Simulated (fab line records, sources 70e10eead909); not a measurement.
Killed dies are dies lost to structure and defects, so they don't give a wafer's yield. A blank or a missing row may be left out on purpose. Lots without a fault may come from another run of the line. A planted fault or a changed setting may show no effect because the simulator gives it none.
Chamber matching | flow nand_harc | NHARC_A_CONTACT_CMP_20 on cmp-04: 4 sister chambers
The step polishes, t overpolish 30 s, target thk 300 nm. 7 wafers are shown with their chamber, then 7 later ones without.

WAFERS WITH THEIR CHAMBER
wafer  | chamber | motor_current_A (A) | overpolish_run_s (s)
L081.3 | 1       | 10.6                | 29.985
L081.6 | 3       | 11.2                | 29.995
L086.2 | 2       | 11.6                | 30.009
L086.3 | 0       | 14.3                | 30.001
L086.5 | 0       | 14.1                | 29.994
L087.2 | 3       | 11.2                | 30.009
L087.3 | 2       | 11.0                | 30.012

WAFERS WITHOUT THEIR CHAMBER
wafer  | motor_current_A (A) | overpolish_run_s (s)
L087.4 | 13.5                | 30.006
L091.1 | 14.0                | 29.996
L091.3 | 10.5                | 29.984
L091.4 | 11.4                | 30.014
L094.3 | 11.1                | 29.995
L094.4 | 13.9                | 29.996
L094.5 | 10.5                | 29.991

WHICH CHAMBER EACH WENT THROUGH
wafer  | from the rows above          | in truth
L087.4 | 0                            | 0
L091.1 | 0                            | 0
L091.3 | 1                            | 1
L091.4 | can't be placed: 2 or 3      | 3
L094.3 | can't be placed: 3 or 1 or 2 | 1
L094.4 | 0                            | 0
L094.5 | 1                            | 1
Placed correctly: 5 of 7. Can't be placed from these rows: 2 (the true chamber is among the candidates in 2). Placed wrongly: 0.
How it was worked out, from the rows above alone: a wafer's distance from a chamber is the root of the sum, over the readings, of the square of ((its reading less the chamber's mean) divided by the reading's scatter). The wafer belongs to the nearest chamber; if the next one is less than 2 further off, it can't be placed. A chamber's mean is the mean of its shown wafers. The scatter: the root of (the sum of the squares of (reading less its chamber's mean) over the shown wafers, divided by (wafers less chambers)).
